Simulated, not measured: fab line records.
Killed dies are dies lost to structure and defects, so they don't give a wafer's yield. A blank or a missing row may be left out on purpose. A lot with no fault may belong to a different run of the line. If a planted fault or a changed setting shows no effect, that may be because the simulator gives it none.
fab line records | flow n5-finfet
record lots=11 | wafers=33 | last-day=16
route steps=1938 shown BEOL_M5@1149
lots untouched by any fault: they come from a run of this same line in which no faults occurred
start-h: hours from the record's first day to the start of the lot's first wafer shown | wait-h: hours from the lot's prior step to this one | " as in the row above | L1.1+2: one row covering several wafers at once | - no value present, or no start provided | * or withheld: withheld | < > ~ a bound
route shown NAME@n: names a module that has steps shown in the file, with the first one's number in the route | usual: mean/standard deviation taken from wafers without a fault | same: alike in all rows | chamber/n: place in a boat | sites: the reading at each site | _std_site: standard deviation across them | _edge_site: inner sites' mean taken away from outer sites' mean | radius-mm: how far each site lies from the wafer's centre | mask NAME#n: copy n | behind: the most recent tool/chamber to have shaped the wafer | hold: why the lot was held/for how many hours/how that ended | device: which transistor (n, p or np) failed to switch | end of line: the tests these same wafers got at the end of their route | a step without rows: its recipe alone | killed: count of dies lost to structure and defects at first sort (not the wafer's yield) | map: the dies of a wafer, with x for killed, . for not killed, _ for no die there
set.NAME: the setting as run; set.NAME@STEP: as run at that earlier step | model.NAME: the simulator's own value behind a step, which no gauge read
route steps across a sampled set of lots; one table per step, one row per wafer
services: from which hour (start-h, from the record's first day; less than 0 if before it) a tool's chamber was out of use, for how many hours, and why
## steps
# step N5_BEOL_M5_OVL_MEAS_29
# recipe points-per-wafer=522
# usual V4_OVL=-0.3/0.76
lot.wafer | tool       | chamber | start-h | wait-h | V4_OVL[nm]
L855.3    | overlay-01 | 0       | 177.51  | 0.0    | -0.5
L855.5    | "          | 0       | "       | "      | -0.8
L855.6    | "          | 0       | "       | "      | -1.5
L857.2    | overlay-01 | 0       | 192.89  | 0.0    | 0.8
L857.4    | "          | 0       | "       | "      | 1.2
L857.5    | "          | 0       | "       | "      | 0.3
L859.3    | overlay-02 | 0       | 200.83  | 0.0    | 1.1
L859.4    | "          | 0       | "       | "      | -0.7
L859.6    | "          | 0       | "       | "      | 0.2
L860.1    | overlay-02 | 0       | 206.21  | 0.0    | -1.1
L860.3    | "          | 0       | "       | "      | -0.5
L860.4    | "          | 0       | "       | "      | -1.2
L863.1    | overlay-02 | 0       | 241.18  | 0.0    | 0.1
L863.3    | "          | 0       | "       | "      | -0.3
L863.6    | "          | 0       | "       | "      | -1.3
L864.1    | overlay-02 | 0       | 241.78  | 0.0    | -0.4
L864.3    | "          | 0       | "       | "      | -0.6
L864.4    | "          | 0       | "       | "      | 0.4
L865.3    | overlay-01 | 0       | 265.76  | 0.1    | -0.9
L865.4    | "          | 0       | "       | "      | -1.0
L865.6    | "          | 0       | "       | "      | -0.3
L868.1    | overlay-02 | 0       | 272.32  | 0.0    | -0.6
L868.3    | "          | 0       | "       | "      | 1.0
L868.5    | "          | 0       | "       | "      | 0.1
L870.1    | overlay-01 | 0       | 272.75  | 0.0    | -0.5
L870.2    | "          | 0       | "       | "      | -0.2
L870.4    | "          | 0       | "       | "      | -0.6
L869.3    | overlay-02 | 0       | 277.80  | 0.0    | 0.2
L869.5    | "          | 0       | "       | "      | -0.1
L869.6    | "          | 0       | "       | "      | 1.0
L872.1    | overlay-02 | 0       | 289.08  | 0.0    | -0.7
L872.2    | "          | 0       | "       | "      | -1.0
L872.6    | "          | 0       | "       | "      | -0.8
# step N5_BEOL_M5_INSPECT_30
# recipe mode=adi | inspect-instrument=brightfield
# usual raw-defect-count=397/100
lot.wafer | tool              | chamber | start-h | wait-h | raw-defect-count
L855.3    | defect-inspect-02 | -       | 177.56  | 0.0    | 516
L855.5    | "                 | -       | "       | "      | 490
L855.6    | "                 | -       | "       | "      | 376
L857.2    | defect-inspect-01 | -       | 192.95  | 0.0    | 341
L857.4    | "                 | -       | "       | "      | 322
L857.5    | "                 | -       | "       | "      | 686
L859.3    | defect-inspect-02 | -       | 200.88  | 0.0    | 309
L859.4    | "                 | -       | "       | "      | 476
L859.6    | "                 | -       | "       | "      | 429
L860.1    | defect-inspect-02 | -       | 206.27  | 0.1    | 460
L860.3    | "                 | -       | "       | "      | 410
L860.4    | "                 | -       | "       | "      | 452
L863.1    | defect-inspect-01 | -       | 241.23  | 0.1    | 353
L863.3    | "                 | -       | "       | "      | 357
L863.6    | "                 | -       | "       | "      | 285
L864.1    | defect-inspect-01 | -       | 241.84  | 0.1    | 464
L864.3    | "                 | -       | "       | "      | 334
L864.4    | "                 | -       | "       | "      | 350
L865.3    | defect-inspect-01 | -       | 265.81  | 0.0    | 298
L865.4    | "                 | -       | "       | "      | 290
L865.6    | "                 | -       | "       | "      | 312
L868.1    | defect-inspect-02 | -       | 272.38  | 0.1    | 329
L868.3    | "                 | -       | "       | "      | 434
L868.5    | "                 | -       | "       | "      | 417
L870.1    | defect-inspect-02 | -       | 272.81  | 0.1    | 393
L870.2    | "                 | -       | "       | "      | 482
L870.4    | "                 | -       | "       | "      | 480
L869.3    | defect-inspect-01 | -       | 277.84  | 0.0    | 225
L869.5    | "                 | -       | "       | "      | 283
L869.6    | "                 | -       | "       | "      | 288
L872.1    | defect-inspect-02 | -       | 289.14  | 0.1    | 407
L872.2    | "                 | -       | "       | "      | 364
L872.6    | "                 | -       | "       | "      | 360
# step N5_BEOL_M5_DESCUM_33
# recipe chemistry=O2 | time-s=7 | source-power-w=50 | bias-power-w=20 | pressure-mtorr=20 | rf-frequency-hz=2.712e+07 | temp-c=40 | resist=CAR-EUV | o2-flow-sccm=225
# usual drypump-motor-current-A=5.9/0.42 | oes-product-au=0.75/0.055 | rf-vpp-V=243.3/1.2 | showerhead-plenum-p-Torr=2.10/0.053 | throttle-valve-pct=20.47/0.13
# same time-s=7
lot.wafer | tool        | chamber | start-h | wait-h | drypump-motor-current-A | oes-product-au | rf-hours-counter-h | rf-vpp-V | showerhead-plenum-p-Torr | throttle-valve-pct
L855.3    | rie-diel-04 | 1       | 177.59  | 0.0    | 6.3                     | 0.77           | 144                | 242.2    | 2.09                     | 20.62
L855.5    | "           | 1       | "       | "      | 6.2                     | 0.76           | -                  | 243.0    | 2.09                     | 20.62
L855.6    | "           | 2       | "       | "      | 6.5                     | 0.73           | -                  | 244.0    | 2.08                     | 20.36
L857.2    | rie-diel-03 | 1       | 193.13  | 0.2    | 6.1                     | 0.88           | 39                 | 243.8    | 2.05                     | 20.34
L857.4    | "           | 2       | "       | "      | 5.4                     | 0.74           | 183                | 243.3    | 2.09                     | 20.28
L857.5    | "           | 0       | "       | "      | 6.3                     | 0.73           | -                  | 242.0    | 2.06                     | 20.41
L859.3    | rie-diel-05 | 3       | 200.95  | 0.1    | 5.7                     | 0.86           | 58                 | 244.9    | 2.21                     | 20.39
L859.4    | "           | 2       | "       | "      | 5.7                     | 0.73           | 205                | 243.5    | 2.16                     | 20.68
L859.6    | "           | 2       | "       | "      | 5.7                     | 0.72           | -                  | 244.8    | 2.16                     | 20.65
L860.1    | rie-diel-04 | 3       | 206.31  | 0.0    | 6.4                     | 0.70           | 182                | 243.9    | 2.09                     | 20.43
L860.3    | "           | 2       | "       | "      | 6.5                     | 0.73           | 210                | 241.8    | 2.08                     | 20.37
L860.4    | "           | 1       | "       | "      | 6.2                     | 0.75           | 152                | 243.2    | 2.09                     | 20.62
L863.1    | rie-diel-05 | 2       | 241.29  | 0.1    | 5.7                     | 0.72           | 219                | 245.0    | 2.15                     | 20.69
L863.3    | "           | 1       | "       | "      | 5.8                     | 0.72           | 186                | 244.2    | 2.17                     | 20.53
L863.6    | "           | 0       | "       | "      | 5.2                     | 0.78           | -                  | 241.9    | 2.10                     | 20.65
L864.1    | rie-diel-04 | 3       | 241.87  | 0.0    | 6.4                     | 0.69           | 191                | 243.7    | 2.09                     | 20.47
L864.3    | "           | 1       | "       | "      | 6.2                     | 0.75           | 162                | 243.5    | 2.09                     | 20.65
L864.4    | "           | 2       | "       | "      | 6.5                     | 0.72           | 220                | 241.5    | 2.07                     | 20.38
L865.3    | rie-diel-05 | 1       | 265.84  | 0.0    | 5.8                     | 0.70           | 192                | 243.8    | 2.17                     | 20.54
L865.4    | "           | 2       | "       | "      | 5.7                     | 0.71           | 225                | 243.9    | 2.15                     | 20.70
L865.6    | "           | 2       | "       | "      | 5.7                     | 0.71           | -                  | 244.3    | 2.15                     | 20.69
L868.1    | rie-diel-05 | 1       | 272.42  | 0.0    | 5.8                     | 0.72           | 194                | 243.6    | 2.17                     | 20.55
L868.3    | "           | 3       | "       | "      | 5.7                     | 0.82           | 79                 | 245.1    | 2.20                     | 20.42
L868.5    | "           | 2       | "       | "      | 5.7                     | 0.72           | -                  | 244.7    | 2.15                     | 20.69
L870.1    | rie-diel-04 | 0       | 272.84  | 0.0    | 5.4                     | 0.82           | 90                 | 244.8    | 2.21                     | 20.33
L870.2    | "           | 2       | "       | "      | 6.5                     | 0.71           | 230                | 242.7    | 2.07                     | 20.42
L870.4    | "           | 2       | "       | "      | 6.5                     | 0.72           | -                  | 241.5    | 2.07                     | 20.40
L869.3    | rie-diel-03 | 3       | 277.88  | 0.0    | 5.6                     | 0.68           | 237                | 243.6    | 2.06                     | 20.56
L869.5    | "           | 2       | "       | "      | 5.5                     | 0.73           | -                  | 242.9    | 2.08                     | 20.31
L869.6    | "           | 1       | "       | "      | 6.1                     | 0.85           | -                  | 242.3    | 2.04                     | 20.37
L872.1    | rie-diel-03 | 2       | 289.32  | 0.2    | 5.5                     | 0.73           | 211                | 243.0    | 2.08                     | 20.32
L872.2    | "           | 1       | "       | "      | 6.0                     | 0.84           | 65                 | 242.0    | 2.04                     | 20.37
L872.6    | "           | 2       | "       | "      | 5.5                     | 0.72           | -                  | 243.9    | 2.08                     | 20.31
# step N5_BEOL_M5_TRENCH_ETCH_37
# recipe chemistry=C4F6/O2 | target-depth-a=716.52 | target=SiCOH_lowk | time-s=24.7 | ion-energy-ev=250 | pressure-mtorr=30 | source-w=345 | bias-w=185 | Ar_flow_sccm=300 | C4F6_flow_sccm=10 | O2_flow_sccm=10
# usual C4F6_flow_sccm=10.00/0.031 | drypump-motor-current-A=6.0/0.42 | oes-product-au=0.75/0.056 | rf-vpp-V=666/4.1 | showerhead-plenum-p-Torr=2.86/0.068 | throttle-valve-pct=20.93/0.16
# same time-s=24.7
lot.wafer | tool        | chamber | start-h | wait-h | C4F6_flow_sccm | drypump-motor-current-A | oes-product-au | rf-hours-counter-h | rf-vpp-V | showerhead-plenum-p-Torr | throttle-valve-pct
L855.3    | rie-diel-04 | 1       | 177.86  | -      | 10.05          | 6.3                     | 0.76           | 144                | 665      | 2.84                     | 21.07
L855.5    | "           | 1       | "       | "      | 10.03          | 6.2                     | 0.76           | -                  | 668      | 2.84                     | 21.07
L855.6    | "           | 2       | "       | "      | 9.98           | 6.5                     | 0.73           | -                  | 665      | 2.82                     | 20.81
L857.2    | rie-diel-03 | 1       | 193.40  | -      | 9.97           | 6.0                     | 0.88           | 40                 | 663      | 2.77                     | 20.73
L857.4    | "           | 2       | "       | "      | 10.02          | 5.5                     | 0.74           | 183                | 662      | 2.83                     | 20.72
L857.5    | "           | 0       | "       | "      | 9.96           | 6.3                     | 0.73           | -                  | 665      | 2.81                     | 20.90
L859.3    | rie-diel-05 | 3       | 201.21  | -      | 10.01          | 5.7                     | 0.85           | 58                 | 671      | 3.00                     | 20.93
L859.4    | "           | 2       | "       | "      | 10.04          | 5.7                     | 0.72           | 205                | 669      | 2.93                     | 21.11
L859.6    | "           | 2       | "       | "      | 10.03          | 5.7                     | 0.72           | -                  | 672      | 2.92                     | 21.11
L860.1    | rie-diel-04 | 3       | 206.57  | -      | 9.98           | 6.5                     | 0.70           | 182                | 658      | 2.84                     | 20.89
L860.3    | "           | 2       | "       | "      | 10.01          | 6.5                     | 0.72           | 210                | 664      | 2.82                     | 20.82
L860.4    | "           | 1       | "       | "      | 9.93           | 6.2                     | 0.75           | 152                | 666      | 2.84                     | 21.08
L863.1    | rie-diel-05 | 2       | 241.56  | -      | 10.02          | 5.7                     | 0.71           | 219                | 670      | 2.92                     | 21.14
L863.3    | "           | 1       | "       | "      | 10.04          | 5.8                     | 0.72           | 186                | 662      | 2.94                     | 21.00
L863.6    | "           | 0       | "       | "      | 10.01          | 5.2                     | 0.77           | -                  | 664      | 2.87                     | 21.21
L864.1    | rie-diel-04 | 3       | 242.14  | -      | 10.02          | 6.5                     | 0.69           | 191                | 658      | 2.83                     | 20.90
L864.3    | "           | 1       | "       | "      | 10.03          | 6.2                     | 0.74           | 162                | 665      | 2.83                     | 21.11
L864.4    | "           | 2       | "       | "      | 9.99           | 6.5                     | 0.72           | 220                | 664      | 2.82                     | 20.83
L865.3    | rie-diel-05 | 1       | 266.11  | -      | 10.00          | 5.8                     | 0.71           | 192                | 660      | 2.94                     | 20.98
L865.4    | "           | 2       | "       | "      | 9.97           | 5.7                     | 0.71           | 225                | 670      | 2.92                     | 21.15
L865.6    | "           | 2       | "       | "      | 9.98           | 5.7                     | 0.71           | -                  | 671      | 2.92                     | 21.14
L868.1    | rie-diel-05 | 1       | 272.68  | -      | 9.97           | 5.9                     | 0.70           | 194                | 661      | 2.94                     | 20.99
L868.3    | "           | 3       | "       | "      | 9.99           | 5.7                     | 0.82           | 79                 | 671      | 2.99                     | 20.97
L868.5    | "           | 2       | "       | "      | 9.96           | 5.6                     | 0.70           | -                  | 672      | 2.92                     | 21.15
L870.1    | rie-diel-04 | 0       | 273.11  | -      | 9.98           | 5.4                     | 0.84           | 90                 | 669      | 2.98                     | 20.73
L870.2    | "           | 2       | "       | "      | 10.03          | 6.5                     | 0.71           | 230                | 665      | 2.81                     | 20.84
L870.4    | "           | 2       | "       | "      | 9.99           | 6.5                     | 0.71           | -                  | 664      | 2.81                     | 20.86
L869.3    | rie-diel-03 | 3       | 278.14  | -      | 9.96           | 5.6                     | 0.68           | 237                | 674      | 2.81                     | 21.08
L869.5    | "           | 2       | "       | "      | 10.02          | 5.5                     | 0.72           | -                  | 662      | 2.82                     | 20.76
L869.6    | "           | 1       | "       | "      | 9.94           | 6.1                     | 0.84           | -                  | 664      | 2.76                     | 20.77
L872.1    | rie-diel-03 | 2       | 289.59  | -      | 10.04          | 5.5                     | 0.72           | 211                | 662      | 2.82                     | 20.76
L872.2    | "           | 1       | "       | "      | 10.04          | 6.1                     | 0.85           | 66                 | 663      | 2.76                     | 20.76
L872.6    | "           | 2       | "       | "      | 9.97           | 5.5                     | 0.72           | -                  | 662      | 2.82                     | 20.77
# step N5_BEOL_M5_OCD_MEAS_38
# usual trench-depth-nm=71.6/1
lot.wafer | tool   | chamber | start-h | wait-h | trench-depth-nm
L855.3    | ocd-01 | -       | 178.01  | -      | 71.8
L855.5    | "      | -       | "       | "      | 72.1
L855.6    | "      | -       | "       | "      | 72.8
L857.2    | ocd-01 | -       | 193.55  | -      | 73.5
L857.4    | "      | -       | "       | "      | 72.5
L857.5    | "      | -       | "       | "      | 71.8
L859.3    | ocd-01 | -       | 201.37  | -      | 73.1
L859.4    | "      | -       | "       | "      | 71.1
L859.6    | "      | -       | "       | "      | 70.5
L860.1    | ocd-02 | -       | 206.73  | -      | 70.3
L860.3    | "      | -       | "       | "      | 71.3
L860.4    | "      | -       | "       | "      | 71.2
L863.1    | ocd-01 | -       | 241.71  | -      | 70.1
L863.3    | "      | -       | "       | "      | 71.1
L863.6    | "      | -       | "       | "      | 70.6
L864.1    | ocd-01 | -       | 242.29  | -      | 70.5
L864.3    | "      | -       | "       | "      | 71.8
L864.4    | "      | -       | "       | "      | 71.5
L865.3    | ocd-01 | -       | 266.27  | -      | 71.3
L865.4    | "      | -       | "       | "      | 70.1
L865.6    | "      | -       | "       | "      | 70.4
L868.1    | ocd-02 | -       | 272.83  | -      | 70.6
L868.3    | "      | -       | "       | "      | 74.1
L868.5    | "      | -       | "       | "      | 71.3
L870.1    | ocd-02 | -       | 273.26  | -      | 75.1
L870.2    | "      | -       | "       | "      | 70.9
L870.4    | "      | -       | "       | "      | 70.8
L869.3    | ocd-02 | -       | 278.30  | -      | 72.4
L869.5    | "      | -       | "       | "      | 71.8
L869.6    | "      | -       | "       | "      | 73.5
L872.1    | ocd-02 | -       | 289.74  | -      | 72.5
L872.2    | "      | -       | "       | "      | 73.8
L872.6    | "      | -       | "       | "      | 72.2
## services
tool        | chamber | start-h | hours | kind
rie-diel-03 | 1       | 235.73  | 2.8   | repair
rie-diel-03 | -       | 252.66  | 2.8   | pm
rie-diel-04 | 3       | 264.39  | 11.2  | repair
## key
first-sign step=N5_BEOL_M5_OCD_MEAS_38 | reading=trench-depth-nm | direction=up | sigmas=3.4 | usual=71.6 | struck=75.1
effect none on later readings
met-at N5_BEOL_M5_TRENCH_ETCH_37
struck-lots L870
struck-wafers L870.1
not-acting-at N5_BEOL_M5_OVL_MEAS_29,N5_BEOL_M5_INSPECT_30,N5_BEOL_M5_DESCUM_33
fault kind=process-parameter-drift | tool=rie-diel-04 | chamber=0 | onset-h=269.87 | steps=N5_BEOL_M5_TRENCH_ETCH_37 | channel=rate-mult | offset=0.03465 | shape=step | end-h=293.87
